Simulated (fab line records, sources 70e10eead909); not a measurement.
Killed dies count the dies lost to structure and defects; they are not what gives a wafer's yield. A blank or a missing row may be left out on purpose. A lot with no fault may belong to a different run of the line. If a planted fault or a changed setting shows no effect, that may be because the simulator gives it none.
A struck lot beside a sound one || flow nand harc || 15 steps out of a route of 1159
Sound: the wafers L628.1, L628.2, L628.4. Struck: wafers L629.2, L629.5 (left out: L629.3, a lot-mate that was not struck); the cause follows at the end.
Per side, at each step with rows, come the tool, then ch with its chambers, and then its first start. Under that, the readings that differ: sound wafers || struck wafers || difference of the means || sigmas: that difference in standard deviations of wafers without a fault.
alike: words and numbers the same on both sides, and readings whose means are apart by under 2 such deviations; not compared: readings that were withheld, readings missing a value for some wafer, numbers with overlapping values and no deviation given by the record, and bounds like >300 which may hide the same value.
A row with sigmas, a row that says differs or no value, or rows on one side alone: a step with any of these is where the two part. Numbers that have no deviation but don't overlap get no sigmas and don't part them. A reading missing from all wafers of one side parts the sides only when that side holds two or more wafers.

NHARC_P_BONDPAD_CD_MEAS_09: the cd target is 500 nm.
  sound on cd sem-01 ch 0, day 7 17:55; struck on cd sem-02 ch 0, day 7 19:59
  alike: cd nm
NHARC_P_BONDPAD_OVL_MEAS_38:
  sound: overlay-02 at day 7 18:00; struck: overlay-02 at day 7 20:04
  alike: overlay x nm, overlay y nm
then, 1 step without rows for these wafers: NHARC_P_BONDPAD_HARDBAKE_10 (time 65 s).
NHARC_P_BONDPAD_DESCUM_11: chemistry O2, time 3 s.
  sound on rie diel-01 ch 0,1,2, day 7 18:07; struck on rie diel-01 ch 1,2, day 7 20:13
  alike: drypump motor current A, oes product au, rf vpp V, showerhead plenum p Torr, throttle valve pct
  not compared: rf hours counter h
NHARC_P_BONDPAD_ETCH_37: etches the open film in N2/H2, target depth 60 nm, overetch 18 nm, time 65.91 s.
  sound on rie diel-01 ch 0,1,3, day 7 18:13; struck on rie diel-01 ch 1,3, day 7 20:18
  alike: bias w, drypump motor current A, n2 flow sccm, oes product au, rf vpp V, showerhead plenum p Torr, throttle valve pct
  not compared: rf hours counter h
then, 1 step without rows for these wafers: NHARC_P_BONDPAD_ETCH_12 (etches the open film in CHF3/O2, target depth 200 nm, time 100 s).
NHARC_P_BONDPAD_CD_MEAS_13:
  sound: cd sem-03 at day 7 18:26; struck: cd sem-03 at day 7 20:31
  alike: cd nm
NHARC_P_BONDPAD_STRIP_15: strips in O2.
  sound on rie diel-08 ch 1,2,3, day 7 18:31; struck on rie diel-01 ch 2,3, day 7 20:36
  alike: drypump motor current A, oes product au, rf vpp V, showerhead plenum p Torr, throttle valve pct
  not compared: rf hours counter h
then, 2 steps without rows for these wafers: NHARC_P_BONDPAD_ETCH_24 (etches the open film in CF4/N2, target depth 30 nm, time 72.99 s); NHARC_P_BONDPAD_STRIP_16 (strips in post etch residue remover, time 600 s).
NHARC_P_BONDPAD_DEGAS_25: time 60 s.
  sound: pvd sputter-02 at day 7 19:04; struck: pvd sputter-02 at day 7 21:08
  alike: heater power w
then, 1 step without rows for these wafers: NHARC_P_BONDPAD_PRE_CLEAN_26 (time 30 s).
NHARC_P_BONDPAD_PVD_17: deposits TaN, target thk 5 nm, time 8.06 s.
  sound: pvd sputter-02 at day 7 19:10; struck: pvd sputter-02 at day 7 21:16
{"reading": "time s (s)", "sound": "8.06 8.06 8.06", "struck": "7.7784 7.7784", "difference": -0.2816, "sigmas": ""}
  alike: chamber pressure pa, throttle valve pct
NHARC_P_BONDPAD_PVD_27: deposits Cu, target thk 30 nm, time 20.49 s.
  sound on pvd sputter-02; struck on pvd sputter-02
  alike: chamber pressure pa, throttle valve pct
  not compared: time s
-- jump in the record: it breaks off in module P_BONDPAD and resumes in module END (first step shown: number 1159 of the route), and 14 days separate the struck wafers' starts before and after --
NHARC_END_SORT_01:
  sound on prober-02 ch 0, day 21 23:16; struck on prober-01 ch 0, day 21 16:19
{"reading": "defect limited yield (%)", "sound": "97.5 97.5 97.3", "struck": "93.8 93.6", "difference": -3.7, "sigmas": -3}
{"reading": "killed at array", "sound": "15 15 16", "struck": "37 37", "difference": "+22", "sigmas": "+3"}
{"reading": "killed dies", "sound": "17 17 18", "struck": "42 43", "difference": "+25", "sigmas": "+3"}
{"reading": "sort_bin_2_pct (%)", "sound": "0.6 1.0 0.9", "struck": "3.2 1.6", "difference": "+1.6", "sigmas": "+3"}
{"reading": "sort_bin_4_pct (%)", "sound": "1.9 1.5 1.8", "struck": "2.8 4.4", "difference": "+1.9", "sigmas": "+2"}
{"reading": "sort n pass", "sound": "660 660 659", "struck": "635 634", "difference": -25, "sigmas": -3}
{"reading": "sort rim yield pct (%)", "sound": "100.0 98.1 99.1", "struck": "90.6 96.2", "difference": -5.7, "sigmas": -3}
{"reading": "sort yield pct (%)", "sound": "97.5 97.5 97.3", "struck": "93.8 93.6", "difference": -3.7, "sigmas": -3}
  alike: killed at other, killed at periphery, killed open, killed short, sort_bin_3_pct

## WHERE THEY PART
Only at NHARC_END_SORT_01, as far as this record shows.

WHY: what had been put in by the simulator
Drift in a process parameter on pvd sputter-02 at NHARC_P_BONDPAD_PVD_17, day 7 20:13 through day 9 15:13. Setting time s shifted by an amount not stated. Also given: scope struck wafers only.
